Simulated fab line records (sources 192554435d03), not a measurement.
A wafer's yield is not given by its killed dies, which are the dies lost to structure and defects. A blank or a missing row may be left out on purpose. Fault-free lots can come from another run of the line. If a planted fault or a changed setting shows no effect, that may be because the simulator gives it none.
Which of the tools did it? | flow n5 finfet | 8 lots, 24 wafers sampled, at 7 steps of a route of 1938

== WHAT THE GAUGES READ, wafer by wafer ==
N5_STI_FIN_REVEAL_CD_MEAS_22: target cd 6.238 nm, pitch 28 nm. Usual: cd nm 6.23 nm, standard deviation 0.2.
lot  | measured    | on        | cd nm (nm)     | flag
L423 | day 3 15:18 | cd sem-01 | 6.20 6.65 6.25 |
L427 | day 4 08:34 | cd sem-02 | 6.42 5.94 6.15 |
L432 | day 5 14:32 | cd sem-01 | 5.96 6.04 6.06 |
L433 | day 5 18:34 | cd sem-02 | 6.30 6.01 6.37 |
L439 | day 7 07:35 | cd sem-02 | 6.30 6.21 6.06 |
L440 | day 7 12:17 | cd sem-01 | 6.07 6.41 6.09 |
L441 | day 7 19:16 | cd sem-02 | 6.90 6.59 6.36 |
L442 | day 8 02:41 | cd sem-01 | 6.35 6.25 5.79 |

N5_STI_FIN_REVEAL_FIN_H_MEAS_10. Usual: trench depth nm 52.0 nm, standard deviation 0.58.
lot  | measured    | on     | trench depth nm (nm) | flag
L423 | day 3 15:20 | ocd-02 | 52.7 53.7 53.0       |
L427 | day 4 08:36 | ocd-01 | 52.6 51.0 52.5       |
L432 | day 5 14:34 | ocd-02 | 52.5 52.3 52.2       |
L433 | day 5 18:35 | ocd-02 | 53.0 53.1 52.3       |
L439 | day 7 07:37 | ocd-01 | 52.0 51.8 52.8       |
L440 | day 7 12:20 | ocd-02 | 51.3 51.6 52.4       |
L441 | day 7 19:18 | ocd-01 | 51.8 51.4 52.1       |
L442 | day 8 02:43 | ocd-01 | 51.5 52.0 51.6       |

N5_DUMMY_GATE_CD_MEAS_50 targets a cd of 14 nm. Usual: cd nm 14.00 nm, standard deviation 0.27.
lot  | measured    | on        | cd nm (nm)        | flag
L423 | day 4 00:36 | cd sem-02 | 13.79 13.99 14.01 |
L427 | day 4 18:24 | cd sem-02 | 13.98 14.82 14.09 |
L432 | day 6 00:12 | cd sem-02 | - - -             | OFF
L433 | day 6 03:47 | cd sem-01 | - - -             | OFF
L439 | day 7 20:28 | cd sem-02 | 13.98 14.14 13.70 |
L440 | day 8 01:17 | cd sem-02 | 13.60 14.01 13.69 |
L441 | day 8 06:22 | cd sem-01 | 14.16 13.61 14.35 |
L442 | day 8 12:04 | cd sem-02 | 13.79 13.92 14.01 |

N5_BEOL_M4_RC_MEAS_101. Usual: DIBL_N 36.3 mV/V, standard deviation 1.2; DIBL_P 36.3 mV/V, standard deviation 1.4; IOFF_N 0.157 nA/um, standard deviation 0.02; IOFF_P 0.22 nA/um, standard deviation 0.033; ION_N 675 uA/um, standard deviation 9.6; ION_P 465 uA/um, standard deviation 8.2; SS_N 71.4 mV/dec, standard deviation 0.45; SS_P 73.3 mV/dec, standard deviation 0.54; VT_N 249.8 mV, standard deviation 2.5; VT_P -249 mV, standard deviation 3.2.
lot  | measured     | on        | DIBL_N (mV/V)  | DIBL_P (mV/V)  | IOFF_N (nA/um)    | IOFF_P (nA/um) | ION_N (uA/um) | ION_P (uA/um) | SS_N (mV/dec)  | SS_P (mV/dec)  | VT_N (mV)         | VT_P (mV)      | flag
L423 | day 9 23:38  | prober-01 | 36.5 37.5 36.6 | 35.2 37.4 34.6 | 0.145 0.176 0.138 | 0.20 0.24 0.19 | 677 690 674   | 465 477 460   | 71.7 71.7 71.2 | 73.1 73.4 73.4 | 253.5 246.0 252.7 | -251 -247 -251 |
L427 | day 10 18:29 | prober-02 | 37.6 35.8 35.3 | 37.5 34.8 34.3 | 0.184 0.135 0.135 | 0.22 0.17 0.17 | 686 662 664   | 470 449 458   | 71.3 71.1 71.0 | 73.1 72.5 72.0 | 244.6 250.2 251.1 | -247 -251 -251 |
L439 | day 13 12:34 | prober-02 | 35.0 35.4 34.6 | 35.5 36.4 35.6 | 0.126 0.127 0.115 | 0.18 0.19 0.18 | 653 661 658   | 459 460 459   | 70.5 71.3 70.8 | 72.8 73.2 73.1 | 254.0 254.7 254.7 | -251 -251 -252 |
L440 | day 13 20:59 | prober-02 | 38.3 37.7 38.1 | 38.4 38.6 38.6 | 0.206 0.195 0.199 | 0.26 0.26 0.26 | 675 675 692   | 463 467 474   | 72.1 72.2 71.5 | 74.6 73.5 73.9 | 247.8 247.5 244.4 | -247 -249 -245 |
L441 | day 14 03:20 | prober-02 | 37.2 37.1 35.9 | 37.3 36.7 34.6 | 0.186 0.174 0.154 | 0.26 0.25 0.22 | 691 683 689   | 481 473 474   | 71.4 71.6 70.7 | 74.0 74.1 73.9 | 247.1 249.6 253.2 | -246 -247 -250 |
L442 | day 13 19:12 | prober-01 | 35.7 37.4 36.5 | 36.1 37.9 36.6 | 0.147 0.182 0.170 | 0.25 0.28 0.26 | 673 675 667   | 469 473 464   | 71.2 71.5 71.8 | 73.3 74.0 73.9 | 249.2 246.1 247.4 | -246 -245 -246 |

== WHICH TOOL RAN EACH LOT (tool, then ch and the chambers of the sampled wafers, then the start) ==
lot  | N5_DUMMY_GATE_DESCUM_20           | N5_DUMMY_GATE_ETCH_37             | N5_DUMMY_GATE_ETCH_31
L423 | rie diel-04 ch 0,1, day 4 00:09   | rie diel-04 ch 0,1, day 4 00:17   | rie diel-05 ch 0,1,3, day 4 00:39
L427 | rie diel-04 ch 0,2,3, day 4 17:57 | rie diel-04 ch 0,2,3, day 4 18:06 | rie diel-05 ch 1,2, day 4 18:27
L432 | rie diel-04 ch 0,2,3, day 5 23:49 | rie diel-04 ch 0,2,3, day 5 23:58 | rie diel-02 ch 0,1,3, day 6 00:15
L433 | rie diel-04 ch 0,2,3, day 6 03:25 | rie diel-04 ch 0,2,3, day 6 03:33 | rie diel-05 ch 0,1, day 6 03:52
L439 | rie diel-04 ch 1,3, day 7 20:05   | rie diel-04 ch 1,3, day 7 20:14   | rie diel-05 ch 1,2,3, day 7 20:31
L440 | rie diel-02 ch 1,2,3, day 8 00:55 | rie diel-02 ch 1,2,3, day 8 01:04 | rie diel-05 ch 0,1,3, day 8 01:20
L441 | rie diel-02 ch 0,2,3, day 8 05:59 | rie diel-02 ch 0,2,3, day 8 06:07 | rie diel-05 ch 1,2,3, day 8 06:24
L442 | rie diel-02 ch 0,2,3, day 8 11:34 | rie diel-02 ch 0,2,3, day 8 11:42 | rie diel-05 ch 0,1,2, day 8 12:11
- N5_DUMMY_GATE_DESCUM_20: chemistry O2, time 6.2 s.
- N5_DUMMY_GATE_ETCH_37: etches SOC in N2/H2, target depth 60 nm, overetch 30 nm.
- N5_DUMMY_GATE_ETCH_31: etches SiO2 in C4F6/O2, target depth 82.5 nm, time 27.5 s.

== AS READ BY THE TOOLS THEMSELVES (means over the sampled wafers that have a number; for cases with no such wafer, the mark the record gives instead) ==
N5_DUMMY_GATE_DESCUM_20. Usual: chamber pressure mTorr 19.999 mTorr, standard deviation 0.018; drypump motor current A 5.8 A, standard deviation 0.52; oes product au 0.75 a.u., standard deviation 0.05; rf vpp V 242.9 V, standard deviation 1.2; showerhead plenum p Torr 2.08 Torr, standard deviation 0.064; throttle valve pct 20.54 %, standard deviation 0.22.
lot  | tool        | chamber pressure mTorr (mTorr) | drypump motor current A (A) | oes product au (a.u.) | rf vpp V (V) | showerhead plenum p Torr (Torr) | throttle valve pct (%) | flag
L423 | rie diel-04 | 20.004                         | 6.4                         | 0.79                  | 242.9        | 2.05                            | 20.54                  |
L427 | rie diel-04 | 20.024                         | 5.8                         | 0.75                  | 242.9        | 2.09                            | 20.60                  |
L432 | rie diel-04 | 20.001                         | 5.7                         | 0.74                  | 243.8        | 2.09                            | 20.61                  |
L433 | rie diel-04 | 20.003                         | 5.8                         | 0.74                  | 242.4        | 2.09                            | 20.61                  |
L439 | rie diel-04 | 20.003                         | 6.0                         | 0.73                  | 241.5        | 1.98                            | 20.74                  |
L440 | rie diel-02 | 20.012                         | 5.4                         | 0.82                  | 243.8        | 2.14                            | 20.30                  |
L441 | rie diel-02 | 19.997                         | 5.5                         | 0.74                  | 242.8        | 2.09                            | 20.58                  |
L442 | rie diel-02 | 20.000                         | 5.5                         | 0.73                  | 242.3        | 2.09                            | 20.58                  |

N5_DUMMY_GATE_ETCH_37. Usual: bias w 149.9 W, standard deviation 0.46; chamber pressure mTorr 30.004 mTorr, standard deviation 0.026; drypump motor current A 5.8 A, standard deviation 0.52; n2 flow sccm 200.0 sccm, standard deviation 0.54; oes product au 0.59 a.u., standard deviation 0.039; rf vpp V 523.5 V, standard deviation 2.2; showerhead plenum p Torr 2.53 Torr, standard deviation 0.077; throttle valve pct 17.92 %, standard deviation 0.22.
lot  | tool        | bias w (W) | chamber pressure mTorr (mTorr) | drypump motor current A (A) | n2 flow sccm (sccm) | oes product au (a.u.) | rf vpp V (V) | showerhead plenum p Torr (Torr) | throttle valve pct (%) | flag
L423 | rie diel-04 | 150.0      | 30.016                         | 6.4                         | 199.9               | 0.62                  | 522.4        | 2.48                            | 17.91                  |
L427 | rie diel-04 | 150.2      | 30.009                         | 5.7                         | 200.2               | 0.59                  | 523.4        | 2.53                            | 17.89                  |
L432 | rie diel-04 | -          | -                              | -                           | -                   | -                     | -            | -                               | -                      | OFF
L433 | rie diel-04 | -          | -                              | -                           | -                   | -                     | -            | -                               | -                      | OFF
L439 | rie diel-04 | 149.8      | 30.005                         | 6.0                         | 200.1               | 0.57                  | 520.9        | 2.41                            | 18.09                  |
L440 | rie diel-02 | 149.8      | 30.027                         | 5.4                         | 200.6               | 0.65                  | 525.2        | 2.60                            | 17.70                  |
L441 | rie diel-02 | 149.9      | 29.999                         | 5.5                         | 200.0               | 0.58                  | 524.0        | 2.54                            | 17.98                  |
L442 | rie diel-02 | 149.9      | 30.007                         | 5.5                         | 199.4               | 0.58                  | 524.4        | 2.54                            | 17.99                  |

N5_DUMMY_GATE_ETCH_31. Usual: C4F6_flow_sccm 9.998 sccm, standard deviation 0.03; O2_flow_sccm 10.003 sccm, standard deviation 0.029; chamber pressure mTorr 30.000 mTorr, standard deviation 0.026; drypump motor current A 5.8 A, standard deviation 0.54; oes product au 0.74 a.u., standard deviation 0.039; rf vpp V 667 V, standard deviation 7.3; showerhead plenum p Torr 2.82 Torr, standard deviation 0.063; throttle valve pct 21.30 %, standard deviation 0.21.
lot  | tool        | C4F6_flow_sccm (sccm) | O2_flow_sccm (sccm) | chamber pressure mTorr (mTorr) | drypump motor current A (A) | oes product au (a.u.) | rf vpp V (V) | showerhead plenum p Torr (Torr) | throttle valve pct (%) | flag
L423 | rie diel-05 | 10.020                | 10.004              | 29.983                         | 5.9                         | 0.73                  | 673          | 2.83                            | 21.37                  |
L427 | rie diel-05 | 9.977                 | 10.016              | 30.003                         | 6.3                         | 0.72                  | 670          | 2.82                            | 21.26                  |
L432 | rie diel-02 | 10.039                | 9.985               | 29.978                         | 5.6                         | 0.27                  | 663          | 2.79                            | 20.93                  | OFF
L433 | rie diel-05 | 10.029                | 10.001              | 30.008                         | 6.3                         | 0.27                  | 674          | 2.82                            | 20.89                  | OFF
L439 | rie diel-05 | 10.000                | 10.009              | 29.989                         | 5.9                         | 0.71                  | 670          | 2.81                            | 21.38                  |
L440 | rie diel-05 | 10.007                | 9.988               | 29.991                         | 5.9                         | 0.70                  | 674          | 2.82                            | 21.43                  |
L441 | rie diel-05 | 10.001                | 10.032              | 30.000                         | 5.9                         | 0.71                  | 670          | 2.81                            | 21.38                  |
L442 | rie diel-05 | 9.985                 | 10.004              | 30.005                         | 5.9                         | 0.70                  | 668          | 2.81                            | 21.26                  |

== THE ANSWER, worked out from the rows above alone ==
Rule: a lot is off if the mean of its wafers that have a number lies more than 3 standard deviations from the usual mean. Also off: a lot with no number at a reading for which 4 or more lots have one. Where the step has rows for the other lots, those lots are counted as sound. Order of review: gauges by route order, followed by the tools' own readings, for which a lot's mean as printed above is used. At the first step where some lot is off, the reading lying furthest off is the one used; lots without a number count as furthest.
Off: L432, L433 (N5_DUMMY_GATE_CD_MEAS_50, cd nm). Without a number there: L432, L433.
If a tool, at a process step before that reading, ran all the lots that are off and no sound lot after the first of them, it fits. The gauges at N5_DUMMY_GATE_CD_MEAS_50 aren't tried: what is off there is off at N5_DUMMY_GATE_ETCH_37 too, on other tools, and a gauge's error can't cause that. Of those tried, none fits.

== WHAT THE SIMULATOR HAD PUT IN ==
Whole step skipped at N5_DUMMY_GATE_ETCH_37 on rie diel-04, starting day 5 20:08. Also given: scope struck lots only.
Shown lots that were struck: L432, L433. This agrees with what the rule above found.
